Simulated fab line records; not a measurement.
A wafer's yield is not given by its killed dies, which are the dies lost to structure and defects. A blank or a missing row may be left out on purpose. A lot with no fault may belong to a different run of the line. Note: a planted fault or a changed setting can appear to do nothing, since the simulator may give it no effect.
Which of the tools did it? :: flow nandHarc :: 35 wafers from 12 lots sampled at 5 of the route's 1159 steps

== WHAT THE GAUGES READ, wafer by wafer ==
NHARC_THIN_TSV_CD_MEAS_37. Usual: cdNm reads 4999.0 nm (standard deviation 2.5).
lot: L675
measured: day 19 09:01
on: cdSem-01
cdNm (nm): 5000.3 4999.0 5000.5
flag: 

lot: L671
measured: day 19 10:12
on: cdSem-02
cdNm (nm): 4994.7 4993.6 5000.1
flag: 

lot: L672
measured: day 19 12:36
on: cdSem-02
cdNm (nm): 4999.9 4999.8 4999.2
flag: 

lot: L678
measured: day 20 11:35
on: cdSem-02
cdNm (nm): 5000.5 5003.5
flag: 

lot: L680
measured: day 21 15:10
on: cdSem-03
cdNm (nm): 4998.9 4994.5 4996.5
flag: 

lot: L685
measured: day 22 19:58
on: cdSem-02
cdNm (nm): 5001.3 5000.5 5002.4
flag: 

lot: L688
measured: day 23 20:26
on: cdSem-03
cdNm (nm): 4999.0 5001.1 4996.3
flag: 

lot: L689
measured: day 24 04:58
on: cdSem-03
cdNm (nm): 4998.4 4998.4 4997.4
flag: 

lot: L686
measured: day 24 06:13
on: cdSem-03
cdNm (nm): 5002.3 5000.5 4999.6
flag: 

lot: L691
measured: day 24 07:17
on: cdSem-03
cdNm (nm): 4995.4 4994.6 4998.5
flag: 

lot: L694
measured: day 24 12:47
on: cdSem-03
cdNm (nm): 5000.3 4998.9 5000.3
flag: 

lot: L693
measured: day 24 14:07
on: cdSem-01
cdNm (nm): 4998.8 4999.2 4996.0
flag: 

NHARC_END_SORT_01. Usual: defectLimitedYield 95.7 %, standard deviation 1.5; killedAtArray 25, standard deviation 9.8; killedAtOther 0.8, standard deviation 1.1; killedAtPeriphery 3.3, standard deviation 2.1; killedDies 29, standard deviation 10; killedOpen 3.3, standard deviation 1.8; killedShort 1.9, standard deviation 1.4; sort_bin_2_pct 1.3 %, standard deviation 0.6; sort_bin_3_pct 0.25 %, standard deviation 0.23; sort_bin_4_pct 2.8 %, standard deviation 0.97; sortNPass 648, standard deviation 10; sortRimYieldPct 95 %, standard deviation 3.2; sortYieldPct 95.7 %, standard deviation 1.5.
lot: L675
measured: day 19 23:31
on: prober-01
defectLimitedYield (%): 95.6 95.1 95.7
killedAtArray: 24 29 25
killedAtOther: 1 2 1
killedAtPeriphery: 5 2 3
killedDies: 30 33 29
killedOpen: 3 1 1
killedShort: 0 2 1
sort_bin_2_pct (%): 1.3 1.5 1.6
sort_bin_3_pct (%): 0 0.44 0.15
sort_bin_4_pct (%): 3.1 3.0 2.5
sortNPass: 647 644 648
sortRimYieldPct (%): 97 94 93
sortYieldPct (%): 95.6 95.1 95.7
flag: 

lot: L678
measured: day 21 05:08
on: prober-01
defectLimitedYield (%): 96.3 0
killedAtArray: 20 15
killedAtOther: 0 659
killedAtPeriphery: 5 3
killedDies: 25 677
killedOpen: 3 3
killedShort: 6 0
sort_bin_2_pct (%): 1.2 98.5
sort_bin_3_pct (%): 0.30 0.15
sort_bin_4_pct (%): 2.2 1.3
sortNPass: 652 0
sortRimYieldPct (%): 93 0
sortYieldPct (%): 96.3 0
flag: OFF

lot: L680
measured: day 22 06:39
on: prober-02
defectLimitedYield (%): 93.1 0 94.5
killedAtArray: 40 24 35
killedAtOther: 4 650 1
killedAtPeriphery: 3 3 1
killedDies: 47 677 37
killedOpen: 4 1 0
killedShort: 1 3 2
sort_bin_2_pct (%): 2.4 96.5 1.5
sort_bin_3_pct (%): 0.44 0.15 0.15
sort_bin_4_pct (%): 4.1 3.4 3.8
sortNPass: 630 0 640
sortRimYieldPct (%): 98 0 96
sortYieldPct (%): 93.1 0 94.5
flag: OFF

lot: L685
measured: day 23 05:50
on: prober-01
defectLimitedYield (%): 94.5 95.9 94.7
killedAtArray: 31 20 30
killedAtOther: 3 2 3
killedAtPeriphery: 3 6 3
killedDies: 37 28 36
killedOpen: 2 3 2
killedShort: 2 4 2
sort_bin_2_pct (%): 2.2 1.2 1.8
sort_bin_3_pct (%): 0.30 0.30 0.30
sort_bin_4_pct (%): 3.0 2.7 3.2
sortNPass: 640 649 641
sortRimYieldPct (%): 94 92 93
sortYieldPct (%): 94.5 95.9 94.7
flag: 

lot: L689
measured: day 24 14:02
on: prober-02
defectLimitedYield (%): 93.2 93.4 95.0
killedAtArray: 43 42 34
killedAtOther: 1 0 0
killedAtPeriphery: 2 3 0
killedDies: 46 45 34
killedOpen: 5 5 0
killedShort: 0 1 0
sort_bin_2_pct (%): 2.1 1.9 1.5
sort_bin_3_pct (%): 0.74 0.30 0.44
sort_bin_4_pct (%): 4.0 4.4 3.1
sortNPass: 631 632 643
sortRimYieldPct (%): 96 90 92
sortYieldPct (%): 93.2 93.4 95.0
flag: 

== WHICH TOOL RAN EACH LOT (tool, then ch and the chambers of the sampled wafers, then the start) ==
lot: L675
NHARC_THIN_TSV_PRE_CLEAN_50: pvdSputter-02, day 19 05:02 or earlier
NHARC_THIN_TSV_ECD_20: ecdCu-01 ch 0,1, day 19 05:02
NHARC_THIN_TSV_CMP_21: cmp-04 ch 1,2, day 19 06:02

lot: L671
NHARC_THIN_TSV_PRE_CLEAN_50: pvdSputter-02, day 19 06:14 or earlier
NHARC_THIN_TSV_ECD_20: ecdCu-02 ch 0,1, day 19 06:14
NHARC_THIN_TSV_CMP_21: cmp-04 ch 0,1,2, day 19 07:12

lot: L672
NHARC_THIN_TSV_PRE_CLEAN_50: pvdSputter-01, day 19 08:44 or earlier
NHARC_THIN_TSV_ECD_20: ecdCu-02 ch 0,1, day 19 08:44
NHARC_THIN_TSV_CMP_21: cmp-04 ch 1,2, day 19 09:39

lot: L678
NHARC_THIN_TSV_PRE_CLEAN_50: pvdSputter-01, day 20 07:37 or earlier
NHARC_THIN_TSV_ECD_20: ecdCu-01 ch 0,1, day 20 07:37
NHARC_THIN_TSV_CMP_21: cmp-03 ch 0,3, day 20 08:30

lot: L680
NHARC_THIN_TSV_PRE_CLEAN_50: pvdSputter-02, day 21 11:17 or earlier
NHARC_THIN_TSV_ECD_20: ecdCu-01 ch 0,1, day 21 11:17
NHARC_THIN_TSV_CMP_21: cmp-04 ch 0,2, day 21 12:16

lot: L685
NHARC_THIN_TSV_PRE_CLEAN_50: pvdSputter-02, day 22 16:07 or earlier
NHARC_THIN_TSV_ECD_20: ecdCu-02 ch 0,1, day 22 16:07
NHARC_THIN_TSV_CMP_21: cmp-04 ch 0,1, day 22 16:53

lot: L688
NHARC_THIN_TSV_PRE_CLEAN_50: pvdSputter-01, day 23 16:13 or earlier
NHARC_THIN_TSV_ECD_20: ecdCu-02 ch 0,1, day 23 16:13
NHARC_THIN_TSV_CMP_21: cmp-03 ch 1,2,3, day 23 17:15

lot: L689
NHARC_THIN_TSV_PRE_CLEAN_50: pvdSputter-03, day 24 00:56 or earlier
NHARC_THIN_TSV_ECD_20: ecdCu-01 ch 0,1, day 24 00:56
NHARC_THIN_TSV_CMP_21: cmp-03 ch 0,2, day 24 01:56

lot: L686
NHARC_THIN_TSV_PRE_CLEAN_50: pvdSputter-03, day 24 02:13 or earlier
NHARC_THIN_TSV_ECD_20: ecdCu-02 ch 0,1, day 24 02:13
NHARC_THIN_TSV_CMP_21: cmp-04 ch 1,2, day 24 03:18

lot: L691
NHARC_THIN_TSV_PRE_CLEAN_50: pvdSputter-01, day 24 03:13 or earlier
NHARC_THIN_TSV_ECD_20: ecdCu-01 ch 0, day 24 03:13
NHARC_THIN_TSV_CMP_21: cmp-01 ch 0,1,3, day 24 04:22

lot: L694
NHARC_THIN_TSV_PRE_CLEAN_50: pvdSputter-02, day 24 08:34 or earlier
NHARC_THIN_TSV_ECD_20: ecdCu-02 ch 0,1, day 24 08:34
NHARC_THIN_TSV_CMP_21: cmp-01 ch 0,2, day 24 09:53

lot: L693
NHARC_THIN_TSV_PRE_CLEAN_50: pvdSputter-01, day 24 10:05 or earlier
NHARC_THIN_TSV_ECD_20: ecdCu-02 ch 0,1, day 24 10:05
NHARC_THIN_TSV_CMP_21: cmp-04 ch 1,2,3, day 24 11:11
- NHARC_THIN_TSV_PRE_CLEAN_50: time 30 s.
- NHARC_THIN_TSV_ECD_20: material Cu, target thk 2000 nm.
- NHARC_THIN_TSV_CMP_21: polishes, t overpolish 30 s, target thk 2000 nm.

== WHAT THE TOOLS THEMSELVES READ (means of the sampled wafers that have a number; where no wafer has one, the mark that the record gives instead) ==
NHARC_THIN_TSV_PRE_CLEAN_50. Usual: heaterPowerW reads 416 W (standard deviation 61).
lot: L675
tool: pvdSputter-02
heaterPowerW (W): 408
flag: 

lot: L671
tool: pvdSputter-02
heaterPowerW (W): 398
flag: 

lot: L672
tool: pvdSputter-01
heaterPowerW (W): 392
flag: 

lot: L678
tool: pvdSputter-01
heaterPowerW (W): 452
flag: 

lot: L680
tool: pvdSputter-02
heaterPowerW (W): 417
flag: 

lot: L685
tool: pvdSputter-02
heaterPowerW (W): 471
flag: 

lot: L688
tool: pvdSputter-01
heaterPowerW (W): 380
flag: 

lot: L689
tool: pvdSputter-03
heaterPowerW (W): 438
flag: 

lot: L686
tool: pvdSputter-03
heaterPowerW (W): 440
flag: 

lot: L691
tool: pvdSputter-01
heaterPowerW (W): 389
flag: 

lot: L694
tool: pvdSputter-02
heaterPowerW (W): 416
flag: 

lot: L693
tool: pvdSputter-01
heaterPowerW (W): 386
flag: 

NHARC_THIN_TSV_CMP_21. Usual: motorCurrentA 12.0 A, standard deviation 1.1; overpolishRunS 30.001 s, standard deviation 0.0097.
lot: L675
tool: cmp-04
motorCurrentA (A): 10.8
overpolishRunS (s): 29.996
flag: 

lot: L671
tool: cmp-04
motorCurrentA (A): 11.4
overpolishRunS (s): 29.997
flag: 

lot: L672
tool: cmp-04
motorCurrentA (A): 11.3
overpolishRunS (s): 29.999
flag: 

lot: L678
tool: cmp-03
motorCurrentA (A): 13.9
overpolishRunS (s): 29.998
flag: 

lot: L680
tool: cmp-04
motorCurrentA (A): 11.3
overpolishRunS (s): 29.997
flag: 

lot: L685
tool: cmp-04
motorCurrentA (A): 11.2
overpolishRunS (s): 30.001
flag: 

lot: L688
tool: cmp-03
motorCurrentA (A): 12.9
overpolishRunS (s): 29.999
flag: 

lot: L689
tool: cmp-03
motorCurrentA (A): 12.5
overpolishRunS (s): 30.002
flag: 

lot: L686
tool: cmp-04
motorCurrentA (A): 11.2
overpolishRunS (s): 30.002
flag: 

lot: L691
tool: cmp-01
motorCurrentA (A): 11.8
overpolishRunS (s): 29.997
flag: 

lot: L694
tool: cmp-01
motorCurrentA (A): 11.0
overpolishRunS (s): 30.003
flag: 

lot: L693
tool: cmp-04
motorCurrentA (A): 12.1
overpolishRunS (s): 29.997
flag: 

== THE ANSWER, worked out from the rows above alone ==
Rule: lot off if the mean of its wafers having a number is beyond 3 standard deviations from the usual mean. Also off: a lot with no number at a reading for which 4 or more lots have one. Where the step has rows for the other lots, those lots are counted as sound. First the gauges in route order, then the tools' own readings, where a lot's mean is used as printed above. At the first step where some lot is off, the reading lying furthest off is the one used; lots without a number count as furthest.
Off, at NHARC_END_SORT_01 on killedAtOther: L678, L680. Neither off nor sound, because the step has no rows for them: L671, L672, L688, L686, L691, L694, L693.
If a tool, at a process step before that reading, ran all the lots that are off and no sound lot after the first of them, it fits. The gauges at NHARC_END_SORT_01 are tried like those tools. NHARC_THIN_TSV_PRE_CLEAN_50: start missing for some lots; hours and lot order therefore follow NHARC_THIN_TSV_ECD_20. No candidate that was tried fits.

== WHAT THE SIMULATOR HAD PUT IN ==
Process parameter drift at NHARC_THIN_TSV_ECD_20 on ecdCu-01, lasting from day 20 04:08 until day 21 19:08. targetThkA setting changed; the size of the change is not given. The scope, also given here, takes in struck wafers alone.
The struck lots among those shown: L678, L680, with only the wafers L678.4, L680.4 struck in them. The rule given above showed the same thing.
